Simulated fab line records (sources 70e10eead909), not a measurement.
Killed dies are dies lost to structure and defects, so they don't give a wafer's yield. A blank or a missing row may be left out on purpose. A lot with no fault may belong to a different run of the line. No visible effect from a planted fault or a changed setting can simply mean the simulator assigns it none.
fab line records    flow nand_harc
record: lots: 13  wafers: 39  last_day: 33
route steps=1302 shown A_SOURCE_PLATE@423 A_ONON_D1@433 END@1302
lots that met no fault: from a run of the same line without faults
start_h: hours from the record's opening day to when the first of the lot's shown wafers began    wait_h: time in hours since the lot's previous step    " repeats the value in the row above    L1.1+2: several wafers, shown together as one row    - no value, or no start was given    * or withheld: withheld    < > ~ a bound
route shown NAME@n: names a module that has steps shown in the file, with the first one's number in the route    usual: the fault-free wafers' mean and standard deviation    same: alike in all rows    chamber/n: place in a boat    sites: readings site by site    _std_site: their standard deviation    _edge_site: the outer-site mean with the inner-site mean subtracted    radius_mm: how far each site lies from the wafer's centre    mask NAME#n: copy n    behind: the most recent tool/chamber to have shaped the wafer    hold: cause of the lot's hold/its duration in hours/its outcome    device: the n, p or np transistor that did not switch    end of line: at the end of the route, the tests of the same wafers    a step given without rows: its recipe and nothing more    killed: dies lost to structure and defects at the first sort, not the wafer's yield    map: a wafer's dies, marking killed ones x, the rest . and places with no die _
set.NAME: setting as actually run; set.NAME@STEP: the setting as run at that earlier step    model.NAME: the simulator's own value behind a step, which no gauge read
one table for each step of the route and one row for each wafer, over a sample of lots
services: the hour from which a tool's chamber was out of use, counted from the record's first day as start_h (under 0 if before that day), plus the number of hours and why
== steps ==
step: NHARC_A_SOURCE_PLATE_INSPECT_08
usual: raw_defect_count: 63/25
lot.wafer  tool               chamber  start_h  wait_h  raw_defect_count
L742.1     defect_inspect-01  -        159.02   0.0     90
L742.2     "                  -        "        "       52
L742.4     "                  -        "        "       73
L743.1     defect_inspect-01  -        169.87   0.0     56
L743.3     "                  -        "        "       29
L743.6     "                  -        "        "       59
L745.4     defect_inspect-01  -        194.53   0.0     89
L745.5     "                  -        "        "       77
L745.6     "                  -        "        "       56
L746.1     defect_inspect-02  -        203.98   0.0     63
L746.2     "                  -        "        "       127
L746.6     "                  -        "        "       128
L748.2     defect_inspect-02  -        216.07   0.0     46
L748.3     "                  -        "        "       90
L748.5     "                  -        "        "       61
L750.3     defect_inspect-02  -        244.59   0.0     38
L750.4     "                  -        "        "       36
L750.5     "                  -        "        "       60
L753.1     defect_inspect-01  -        268.68   0.0     51
L753.3     "                  -        "        "       73
L753.4     "                  -        "        "       53
L754.2     defect_inspect-01  -        277.74   0.0     63
L754.5     "                  -        "        "       147
L754.6     "                  -        "        "       69
L755.1     defect_inspect-01  -        291.16   0.0     57
L755.2     "                  -        "        "       59
L755.6     "                  -        "        "       57
L759.1     defect_inspect-02  -        331.55   0.0     75
L759.2     "                  -        "        "       59
L759.4     "                  -        "        "       43
L761.1     defect_inspect-02  -        354.66   0.0     41
L761.2     "                  -        "        "       28
L761.5     "                  -        "        "       49
L764.2     defect_inspect-02  -        386.18   0.0     64
L764.4     "                  -        "        "       86
L764.6     "                  -        "        "       118
L765.2     defect_inspect-02  -        390.99   0.0     47
L765.4     "                  -        "        "       90
L765.6     "                  -        "        "       70
step: NHARC_A_ONON_D1_THK_MEAS_14
recipe: thk_meas_gauge: ellipsometry
usual: thk_nm: 999/12
lot.wafer  tool           chamber  start_h  wait_h  thk_nm
L742.1     film_metro-02  -        161.88   -       1011
L742.2     "              -        "        "       1010
L742.4     "              -        "        "       1011
L743.1     film_metro-02  -        172.72   -       978
L743.3     "              -        "        "       976
L743.6     "              -        "        "       978
L745.4     film_metro-02  -        197.39   -       994
L745.5     "              -        "        "       997
L745.6     "              -        "        "       995
L746.1     film_metro-01  -        206.82   -       986
L746.2     "              -        "        "       985
L746.6     "              -        "        "       986
L748.2     film_metro-02  -        218.90   -       985
L748.3     "              -        "        "       984
L748.5     "              -        "        "       985
L750.3     film_metro-01  -        247.43   -       1012
L750.4     "              -        "        "       1012
L750.5     "              -        "        "       1012
L753.1     film_metro-01  -        271.73   -       1006
L753.3     "              -        "        "       1006
L753.4     "              -        "        "       1006
L754.2     film_metro-02  -        280.72   -       994
L754.5     "              -        "        "       993
L754.6     "              -        "        "       993
L755.1     film_metro-02  -        294.00   -       992
L755.2     "              -        "        "       993
L755.6     "              -        "        "       993
L759.1     film_metro-01  -        334.40   -       1000
L759.2     "              -        "        "       1000
L759.4     "              -        "        "       999
L761.1     film_metro-02  -        357.51   -       1008
L761.2     "              -        "        "       1010
L761.5     "              -        "        "       1008
L764.2     film_metro-01  -        389.02   -       1007
L764.4     "              -        "        "       1010
L764.6     "              -        "        "       1009
L765.2     film_metro-02  -        393.85   -       1000
L765.4     "              -        "        "       999
L765.6     "              -        "        "       999
step: NHARC_A_ONON_D1_DEP_19
recipe: target_thk_a: 10000  n2_flow_sccm: 2750  n2o_flow_sccm: 2000  nh3_flow_sccm: 500  sih4_flow_sccm: 210  temp_c: 400
usual: sih4_flow_sccm: 210.0/0.63
lot.wafer  tool           chamber  start_h  wait_h  sih4_flow_sccm
L742.1     pecvd_onon-01  0        169.75   0.1     210.6
L742.2     "              0        "        "       210.9
L742.4     "              0        "        "       210.4
L743.1     pecvd_onon-01  0        180.37   0.1     210.2
L743.3     "              0        "        "       210.6
L743.6     "              0        "        "       210.5
L745.4     pecvd_onon-01  0        207.62   0.2     209.9
L745.5     "              0        "        "       210.4
L745.6     "              0        "        "       210.7
L746.1     pecvd_onon-01  0        218.78   0.1     210.4
L746.2     "              0        "        "       210.5
L746.6     "              0        "        "       209.8
L748.2     pecvd_onon-02  0        226.72   0.1     209.9
L748.3     "              0        "        "       210.1
L748.5     "              0        "        "       209.6
L750.3     pecvd_onon-02  0        255.44   0.2     210.2
L750.4     "              0        "        "       209.7
L750.5     "              0        "        "       209.6
L753.1     pecvd_onon-02  0        279.42   0.2     209.7
L753.3     "              0        "        "       210.6
L753.4     "              0        "        "       208.6
L754.2     pecvd_onon-04  0        288.64   0.1     210.0
L754.5     "              0        "        "       209.4
L754.6     "              0        "        "       209.5
L755.1     pecvd_onon-01  0        304.28   0.1     210.7
L755.2     "              0        "        "       209.9
L755.6     "              0        "        "       209.4
L759.1     pecvd_onon-02  0        342.27   0.1     209.4
L759.2     "              0        "        "       210.3
L759.4     "              0        "        "       209.4
L761.1     pecvd_onon-02  0        365.38   0.1     210.5
L761.2     "              0        "        "       210.6
L761.5     "              0        "        "       210.5
L764.2     pecvd_onon-04  0        396.91   0.1     209.3
L764.4     "              0        "        "       208.9
L764.6     "              0        "        "       209.3
L765.2     pecvd_onon-04  0        401.97   0.1     209.2
L765.4     "              0        "        "       209.9
L765.6     "              0        "        "       208.6
step: NHARC_A_ONON_D1_THK_MEAS_21
recipe: thk_meas_gauge: ellipsometry
usual: thk_nm: 1000/11
lot.wafer  tool           chamber  start_h  wait_h  thk_nm
L742.1     film_metro-01  -        170.26   -       997
L742.2     "              -        "        "       997
L742.4     "              -        "        "       996
L743.1     film_metro-01  -        180.88   -       1002
L743.3     "              -        "        "       1001
L743.6     "              -        "        "       999
L745.4     film_metro-01  -        207.97   -       1002
L745.5     "              -        "        "       1003
L745.6     "              -        "        "       1003
L746.1     film_metro-02  -        219.29   -       985
L746.2     "              -        "        "       988
L746.6     "              -        "        "       988
L748.2     film_metro-02  -        227.18   -       1007
L748.3     "              -        "        "       1005
L748.5     "              -        "        "       1008
L750.3     film_metro-02  -        255.83   -       975
L750.4     "              -        "        "       974
L750.5     "              -        "        "       974
L753.1     film_metro-01  -        279.93   -       994
L753.3     "              -        "        "       995
L753.4     "              -        "        "       995
L754.2     film_metro-01  -        289.09   -       1008
L754.5     "              -        "        "       1009
L754.6     "              -        "        "       1007
L755.1     film_metro-02  -        304.79   -       1023
L755.2     "              -        "        "       1023
L755.6     "              -        "        "       1023
L759.1     film_metro-02  -        342.77   -       1658
L759.2     "              -        "        "       1661
L759.4     "              -        "        "       997
L761.1     film_metro-02  -        365.89   -       1659
L761.2     "              -        "        "       1659
L761.5     "              -        "        "       998
L764.2     film_metro-01  -        397.36   -       997
L764.4     "              -        "        "       996
L764.6     "              -        "        "       998
L765.2     film_metro-02  -        402.42   -       978
L765.4     "              -        "        "       977
L765.6     "              -        "        "       977
step: NHARC_A_ONON_D1_DEP_33
recipe: target_thk_a: 2000  temp_c: 400  pressure_torr: 6.5  rf_w: 900  teos_flow_sccm: 161.4  flow_sccm: 2650  target_thk_nm: 200  gas: O2  material: SiO2
usual: flow_sccm: 2651/8.3  heater_power_w: 505/71  throttle_valve_pct: 16.4/0.51
lot.wafer  tool      chamber  start_h  wait_h  flow_sccm  heater_power_w  throttle_valve_pct
L742.1     pecvd-01  2        172.07   0.1     2655       435             15.5
L742.2     "         0        "        "       2638       429             16.0
L742.4     "         2        "        "       2646       447             15.9
L743.1     pecvd-03  2        182.68   0.1     2637       643             16.2
L743.3     "         0        "        "       2651       552             16.9
L743.6     "         2        "        "       2647       644             16.2
L745.4     pecvd-03  0        209.88   0.2     2647       596             16.7
L745.6     "         1        "        "       2660       414             16.2
L745.5     "         2        "        "       2657       525             16.4
L746.2     pecvd-03  2        221.05   0.1     2658       607             16.3
L746.1     "         1        "        "       2662       401             16.5
L746.6     "         2        "        "       2666       599             16.3
L748.2     pecvd-03  1        229.00   0.1     2633       401             16.6
L748.3     "         2        "        "       2662       527             16.4
L748.5     "         2        "        "       2660       540             16.3
L750.3     pecvd-01  0        257.63   0.1     2654       507             16.6
L750.5     "         2        "        "       2660       474             15.7
L750.4     "         1        "        "       2648       475             17.1
L753.1     pecvd-03  1        281.87   0.2     2659       414             16.3
L753.3     "         2        "        "       2645       510             16.3
L753.4     "         0        "        "       2654       607             16.9
L754.2     pecvd-03  0        290.93   0.1     2658       631             16.9
L754.5     "         1        "        "       2643       419             16.7
L754.6     "         0        "        "       2647       503             16.8
L755.2     pecvd-03  2        306.55   0.1     2648       495             16.6
L755.1     "         1        "        "       2654       403             16.6
L755.6     "         1        "        "       2658       412             16.4
L759.1     pecvd-04  2        344.58   0.1     2654       471             16.8
L759.2     "         0        "        "       2658       504             16.4
L759.4     "         2        "        "       2643       471             17.0
L761.1     pecvd-01  2        367.68   0.1     2652       505             15.2
L761.2     "         0        "        "       2646       451             16.3
L761.5     "         1        "        "       2665       578             16.9
L764.2     pecvd-04  1        399.12   0.1     2654       484             15.5
L764.4     "         1        "        "       2640       495             15.7
L764.6     "         0        "        "       2637       474             16.5
L765.2     pecvd-04  0        404.23   0.1     2640       479             16.3
L765.6     "         0        "        "       2647       494             16.3
L765.4     "         1        "        "       2651       583             15.4
step: NHARC_END_SORT_01
recipe: temp_c: 25
usual: killed_at_array: 56/20  killed_at_other: 1/1.3  killed_at_periphery: 3.5/2.7  killed_dies: 60/20  killed_open: 3.3/1.6  killed_short: 2.4/1.5
same: gross_dies: 677
lot.wafer  tool       chamber  start_h  wait_h  killed_at_array  killed_at_other  killed_at_periphery  killed_dies  killed_open  killed_short
L745.4     prober-01  0        582.57   3.5     44               0                2                    46           4            3
L745.5     prober-01  0        583.38   3.8     52               1                2                    55           4            3
L745.6     prober-01  0        584.20   4.1     34               1                3                    38           3            1
L755.1     prober-01  0        677.55   2.5     88               0                7                    95           3            4
L755.2     prober-01  0        678.35   2.8     74               1                9                    84           4            1
L755.6     prober-01  0        681.56   4.0     73               0                7                    80           2            1
L754.2     prober-02  0        678.41   2.8     48               2                3                    53           3            2
L754.5     prober-02  0        680.79   3.7     65               0                1                    66           3            2
L754.6     prober-02  0        681.58   4.0     45               1                5                    51           6            6
L759.1     prober-01  0        721.97   2.5     675              1                1                    677          3            2
L759.2     prober-01  0        722.77   2.8     676              0                1                    677          2            5
L759.4     prober-01  0        724.38   3.4     45               2                4                    51           2            3
L761.1     prober-01  0        748.67   2.5     669              2                6                    677          4            2
L761.2     prober-01  0        749.48   2.8     669              4                4                    677          0            1
L761.5     prober-01  0        751.89   3.7     80               1                0                    81           3            2
killed by level:class
L745.4 A_CHANNEL_HOLE_D1:chamber_film_flake=21 A_CHANNEL_HOLE_D2:chamber_film_flake=9 A_CONTACT:chamber_film_flake=6 A_ONON_D2:geometric_particle:short=2 P_M1:geometric_particle:short=1 A_ONON_D1:geometric_particle:open=1 A_DECK1_JOINT:geometric_particle:open=1 A_CHANNEL_HOLE_D2:geometric_particle:open=1
L745.5 A_CHANNEL_HOLE_D1:chamber_film_flake=36 A_CHANNEL_HOLE_D2:chamber_film_flake=8 A_CONTACT:chamber_film_flake=3 A_SGD_CUT:geometric_particle:open=2 P_M0:geometric_particle:open=1 A_ONON_D1:geometric_particle:short=1 A_DECK1_JOINT:geometric_particle:short=1 A_M0:geometric_particle:open=1
L745.6 A_CHANNEL_HOLE_D1:chamber_film_flake=17 A_CHANNEL_HOLE_D2:chamber_film_flake=8 A_CONTACT:chamber_film_flake=4 P_M0:geometric_particle:open=1 A_ONON_D1:geometric_particle:open=1 A_DECK1_JOINT:geometric_particle:open=1 STARTING-WAFER:geometric_particle:short=1 P_ZERO_WELL:chamber_film_flake=1
L755.1 A_SLIT:chamber_film_flake=33 A_CHANNEL_HOLE_D1:chamber_film_flake=29 A_CHANNEL_HOLE_D2:chamber_film_flake=12 P_BONDPAD:chamber_film_flake=4 A_WL_FILL:chamber_film_flake=3 A_STAIRCASE:chamber_film_flake=3 A_CONTACT:chamber_film_flake=2 P_GATE:geometric_particle:open=1
L755.2 A_SLIT:chamber_film_flake=30 A_CHANNEL_HOLE_D1:chamber_film_flake=16 A_CHANNEL_HOLE_D2:chamber_film_flake=11 P_BONDPAD:chamber_film_flake=6 A_CONTACT:chamber_film_flake=5 P_STI:chamber_film_flake=2 A_ZERO_WELL:chamber_film_flake=2 A_STAIRCASE:chamber_film_flake=2
L754.2 A_CHANNEL_HOLE_D1:chamber_film_flake=19 A_CHANNEL_HOLE_D2:chamber_film_flake=18 P_M1:chamber_film_flake=2 A_DECK1_JOINT:chamber_film_flake=2 A_STAIRCASE:chamber_film_flake=2 A_ONON_D1:geometric_particle:open=1 A_WL_FILL:geometric_particle:open=1 A_M0:geometric_particle:open=1
L754.5 A_CHANNEL_HOLE_D1:chamber_film_flake=28 A_CHANNEL_HOLE_D2:chamber_film_flake=19 A_DECK1_JOINT:chamber_film_flake=4 A_ONON_D2:geometric_particle:open=3 A_STAIRCASE:chamber_film_flake=2 A_SLIT:chamber_film_flake=2 A_M0:chamber_film_flake=2 A_CHANNEL_FILL_D1:geometric_particle:short=1
L755.6 A_SLIT:chamber_film_flake=33 A_CHANNEL_HOLE_D1:chamber_film_flake=19 A_CHANNEL_HOLE_D2:chamber_film_flake=10 A_STAIRCASE:chamber_film_flake=5 A_CONTACT:chamber_film_flake=4 P_BONDPAD:chamber_film_flake=3 P_GATE:geometric_particle:open=1 P_M0:geometric_particle:short=1
L754.6 A_CHANNEL_HOLE_D1:chamber_film_flake=15 A_CHANNEL_HOLE_D2:chamber_film_flake=13 A_WL_FILL:geometric_particle:short=3 P_M1:chamber_film_flake=3 A_SLIT:chamber_film_flake=2 P_CONTACT:geometric_particle:open=1 A_SOURCE_PLATE:geometric_particle:open=1 A_CHANNEL_FILL_D1:geometric_particle:open=1
L759.1 A_ONON_D1:area_dep=622 A_CHANNEL_HOLE_D1:chamber_film_flake=35 A_SLIT:chamber_film_flake=4 A_CONTACT:chamber_film_flake=3 A_STAIRCASE:chamber_film_flake=3 P_M0:geometric_particle:open=1 A_SOURCE_PLATE:geometric_particle:open=1 A_CHANNEL_FILL_D1:geometric_particle:short=1
L759.2 A_ONON_D1:area_dep=632 A_CHANNEL_HOLE_D1:chamber_film_flake=15 A_CONTACT:chamber_film_flake=7 A_SLIT:chamber_film_flake=5 A_CHANNEL_FILL_D1:geometric_particle:short=3 A_CHANNEL_FILL_D1:chamber_film_flake=3 A_STAIRCASE:chamber_film_flake=3 A_WL_FILL:chamber_film_flake=2
L759.4 A_CHANNEL_HOLE_D1:chamber_film_flake=27 A_CONTACT:chamber_film_flake=7 A_SLIT:chamber_film_flake=3 P_M2:chamber_film_flake=2 THIN_TSV:chamber_film_flake=2 P_M0:geometric_particle:open=1 A_SOURCE_PLATE:geometric_particle:short=1 A_CHANNEL_HOLE_D1:geometric_particle:short=1
L761.1 A_ONON_D1:area_dep=594 A_SLIT:chamber_film_flake=30 A_CHANNEL_HOLE_D2:chamber_film_flake=18 A_CHANNEL_HOLE_D1:chamber_film_flake=14 A_CONTACT:chamber_film_flake=5 A_CHANNEL_FILL_D1:chamber_film_flake=3 P_M0:geometric_particle:open=2 P_GATE:chamber_film_flake=2
L761.2 A_ONON_D1:area_dep=596 A_SLIT:chamber_film_flake=31 A_CHANNEL_HOLE_D2:chamber_film_flake=22 A_CHANNEL_HOLE_D1:chamber_film_flake=11 A_CONTACT:chamber_film_flake=6 THIN_TSV:chamber_film_flake=4 A_WL_FILL:chamber_film_flake=2 P_M0:geometric_particle:short=1
L761.5 A_SLIT:chamber_film_flake=36 A_CHANNEL_HOLE_D2:chamber_film_flake=21 A_CHANNEL_HOLE_D1:chamber_film_flake=8 A_CONTACT:chamber_film_flake=4 A_DECK1_JOINT:geometric_particle:short=2 A_CHANNEL_FILL_D1:chamber_film_flake=2 A_BONDPAD:chamber_film_flake=2 A_ONON_D1:geometric_particle:open=1
== services ==
tool           chamber  start_h  hours  kind
pecvd-03       -        185.01   13.0   pm
pecvd-03       0        185.01   13.0   vent_cycle
pecvd-03       1        185.01   13.0   vent_cycle
pecvd-03       2        185.01   13.0   vent_cycle
pecvd_onon-02  -        185.38   13.0   pm
pecvd-03       0        198.01   -      clean
pecvd-03       1        198.01   -      clean
pecvd-03       2        198.01   -      clean
pecvd-01       2        250.22   2.0    repair
pecvd-04       -        269.20   13.0   pm
pecvd_onon-01  -        269.40   13.0   pm
pecvd-03       -        270.05   1.9    repair
pecvd-04       1        282.62   10.5   repair
pecvd-01       -        311.36   13.0   pm
pecvd_onon-04  -        311.62   13.0   pm
pecvd-03       -        328.75   4.9    repair
pecvd-03       -        355.96   1.5    repair
pecvd-03       -        366.01   13.0   pm
pecvd-03       0        366.01   13.0   vent_cycle
pecvd-03       1        366.01   13.0   vent_cycle
pecvd-03       2        366.01   13.0   vent_cycle
pecvd_onon-02  -        366.38   13.0   pm
pecvd-03       0        379.01   -      clean
pecvd-03       1        379.01   -      clean
== key ==
first_sign: step: NHARC_A_ONON_D1_THK_MEAS_21  reading: thk_nm  direction: up  sigmas: 62  usual: 1000  struck: 1659
effect: step: NHARC_END_SORT_01  reading: killed_at_array  direction: up  sigmas: 31  usual: 56  struck: 672
more_kills_born_at: NHARC_A_ONON_D1_DEP_19@pecvd_onon-02: 2444
met_at NHARC_A_ONON_D1_DEP_19
struck_lots L759,L761
struck_wafers L759.1,L759.2,L761.1,L761.2
later_rows_left_out L759.1,L759.2,L761.1,L761.2
tester_left_out L759,L761
not_acting_at NHARC_A_SOURCE_PLATE_INSPECT_08,NHARC_A_ONON_D1_THK_MEAS_14,NHARC_A_ONON_D1_DEP_33
onset_between 279.42 342.27
fault: kind: process_parameter_drift  tool: pecvd_onon-02  chamber: -  onset_h: 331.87  steps: NHARC_A_ONON_D1_DEP_19  channel: target_thk_a  offset: *  shape: step  end_h: 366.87  scope: struck_wafers_only  acts_in: *  stated: *
tester_left_out: of these lots the tester's yield and bins aren't shown, on N5 and GAA mostly nor the transistor test; their killed dies are dies lost to structure and defects alone, not to doping, threshold or leakage, so they don't give the yield
later_rows_left_out: the simulator's readings of these wafers behind a module that went badly wrong aren't trusted and aren't shown, but for the sort
